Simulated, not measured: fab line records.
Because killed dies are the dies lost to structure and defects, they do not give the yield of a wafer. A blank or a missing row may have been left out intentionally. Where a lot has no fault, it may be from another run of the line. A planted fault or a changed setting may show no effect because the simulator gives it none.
Chamber matching ; flow n5_finfet ; N5_BEOL_M5_DESCUM_33 on rie_diel-04 has 4 sister chambers
The step chemistry O2, time 7 s. 18 wafers are shown with their chamber, then 9 later ones without.

WAFERS, EACH WITH ITS CHAMBER
wafer;chamber;drypump_motor_current_A (A);showerhead_plenum_p_Torr (Torr);throttle_valve_pct (%)
L075.1;2;6.1;2.20;20.53
L075.2;0;4.8;2.24;20.25
L075.6;0;4.8;2.24;20.25
L079.2;0;4.8;2.23;20.27
L079.3;3;6.2;2.03;20.85
L079.4;1;5.2;2.05;20.44
L081.1;1;5.1;2.04;20.43
L081.4;3;6.2;2.03;20.88
L081.5;1;5.2;2.04;20.45
L082.1;3;6.2;2.03;20.87
L082.3;1;5.2;2.04;20.47
L082.4;0;4.8;2.23;20.27
L088.1;1;5.2;2.04;20.45
L088.5;0;4.8;2.23;20.29
L088.6;3;6.2;2.03;20.88
L086.1;2;6.1;2.19;20.57
L086.5;2;6.1;2.19;20.56
L086.6;3;6.2;2.02;20.88

SIGNATURES (means of the wafers above)
reading;chamber 0;chamber 1;chamber 2;chamber 3;scatter within a chamber
drypump_motor_current_A;4.800;5.180;6.100;6.200;0.0239
showerhead_plenum_p_Torr;2.2340;2.0420;2.1933;2.0280;0.00498
throttle_valve_pct;20.2660;20.4480;20.5533;20.8720;0.0159
Rule: distance of a wafer from a chamber = root of the sum over the readings of ((wafer's reading minus chamber's mean) / reading's scatter) squared. If the next closest chamber is less than 2 further off than the closest, the wafer can't be placed; otherwise it belongs to the closest. How the scatter is found: for the shown wafers, subtract from each reading the mean of its chamber, square and add these, divide the total by (wafers less chambers), then take the root.

WAFERS WHOSE CHAMBER IS MISSING
wafer;drypump_motor_current_A (A);showerhead_plenum_p_Torr (Torr);throttle_valve_pct (%)
L091.1;5.2;2.04;20.16
L091.2;6.2;2.02;20.89
L091.3;4.8;2.22;20.31
L094.1;4.8;2.22;20.32
L094.5;6.2;2.19;20.58
L094.6;5.2;2.04;20.17
L097.2;6.2;2.02;20.90
L097.3;6.1;2.18;20.60
L097.5;5.1;2.04;20.18

EACH ONE'S CHAMBER
wafer;from the rows above;in truth
L091.1;1;1
L091.2;3;3
L091.3;0;0
L094.1;0;0
L094.5;2;2
L094.6;1;1
L097.2;3;3
L097.3;2;2
L097.5;1;1
9 of 9 placed correctly. Left unplaced by these rows: 0. 0 placed wrongly.
